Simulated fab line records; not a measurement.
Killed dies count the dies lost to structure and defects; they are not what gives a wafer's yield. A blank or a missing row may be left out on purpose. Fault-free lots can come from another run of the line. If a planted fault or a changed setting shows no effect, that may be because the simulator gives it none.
Matching of chambers -- flow n5-finfet -- 4 sister chambers for N5_BEOL_M15_TRENCH_ETCH_34 on rie-diel-06
The step etches SiO2 in C4F8/O2/Ar, target depth 872.93 nm, time 199 s. 4 wafers are shown with their chamber, then 7 later ones without.

## EACH WAFER AND ITS CHAMBER
wafer,chamber,drypump-motor-current-A (A)
L089.1,3,5.0
L090.6,1,5.8
L093.1,0,6.4
L093.3,2,5.7

## WAFERS WHOSE CHAMBER IS MISSING
wafer,drypump-motor-current-A (A)
L093.6,5.1
L094.2,5.7
L094.3,5.8
L094.6,5.0
L097.1,5.8
L097.2,6.4
L097.5,5.0

## THE CHAMBER EACH PASSED THROUGH
wafer,from the rows above,in truth
L093.6,3,3
L094.2,2,2
L094.3,1,1
L094.6,3,3
L097.1,1,1
L097.2,0,0
L097.5,3,3
7 of 7 placed correctly. From these rows, 0 cannot be placed. Number placed wrongly: 0.
How it was worked out, from the rows above alone: a wafer's distance from a chamber is the root of the sum, over the readings, of the square of ((its reading less the chamber's mean) divided by the reading's scatter). If the next closest chamber is less than 2 further off than the closest, the wafer can't be placed; otherwise it belongs to the closest. For every chamber, the mean is computed from those of its wafers that are shown. The scatter (one wafer shown for each chamber): square how far every hidden wafer sits from the nearest shown wafer, average those squares and take the square root.
